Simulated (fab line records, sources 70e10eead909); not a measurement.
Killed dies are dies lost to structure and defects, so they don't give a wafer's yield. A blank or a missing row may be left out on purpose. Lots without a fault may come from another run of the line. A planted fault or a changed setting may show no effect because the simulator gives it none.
Chamber matching | flow nand_harc | NHARC_A_STAIRCASE_TRIM_12 on rie_diel-13: 4 sister chambers
The step chemistry O2, time 211.2 s. 8 wafers are shown with their chamber, then 10 later ones without.

WAFERS WITH THEIR CHAMBER
wafer  | chamber | showerhead_plenum_p_Torr (Torr) | oes_product_au (a.u.)
L083.6 | 0       | 3.51                            | 1.012
L084.4 | 2       | 3.62                            | 1.003
L084.5 | 0       | 3.51                            | 0.994
L085.2 | 3       | 3.28                            | 1.015
L085.3 | 1       | 3.76                            | 0.983
L085.5 | 2       | 3.62                            | 1.010
L089.2 | 3       | 3.27                            | 1.003
L089.3 | 1       | 3.75                            | 0.980

WAFERS WITHOUT THEIR CHAMBER
wafer  | showerhead_plenum_p_Torr (Torr) | oes_product_au (a.u.)
L089.6 | 3.61                            | 0.998
L090.1 | 3.75                            | 0.990
L090.2 | 3.27                            | 1.006
L090.6 | 3.75                            | 0.993
L091.2 | 3.81                            | 1.001
L091.3 | 3.49                            | 1.011
L091.6 | 3.61                            | 1.004
L093.2 | 3.80                            | 0.990
L093.3 | 3.75                            | 0.994
L093.4 | 3.60                            | 1.002

WHICH CHAMBER EACH WENT THROUGH
wafer  | from the rows above | in truth
L089.6 | 2                   | 2
L090.1 | 1                   | 1
L090.2 | 3                   | 3
L090.6 | 1                   | 1
L091.2 | 1                   | 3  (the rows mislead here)
L091.3 | 0                   | 0
L091.6 | 2                   | 2
L093.2 | 1                   | 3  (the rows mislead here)
L093.3 | 1                   | 1
L093.4 | 2                   | 2
Placed correctly: 8 of 10. Can't be placed from these rows: 0. Placed wrongly: 2.
How it was worked out, from the rows above alone: a wafer's distance from a chamber is the root of the sum, over the readings, of the square of ((its reading less the chamber's mean) divided by the reading's scatter). The wafer belongs to the nearest chamber; if the next one is less than 2 further off, it can't be placed. A chamber's mean is the mean of its shown wafers. The scatter: the root of (the sum of the squares of (reading less its chamber's mean) over the shown wafers, divided by (wafers less chambers)).
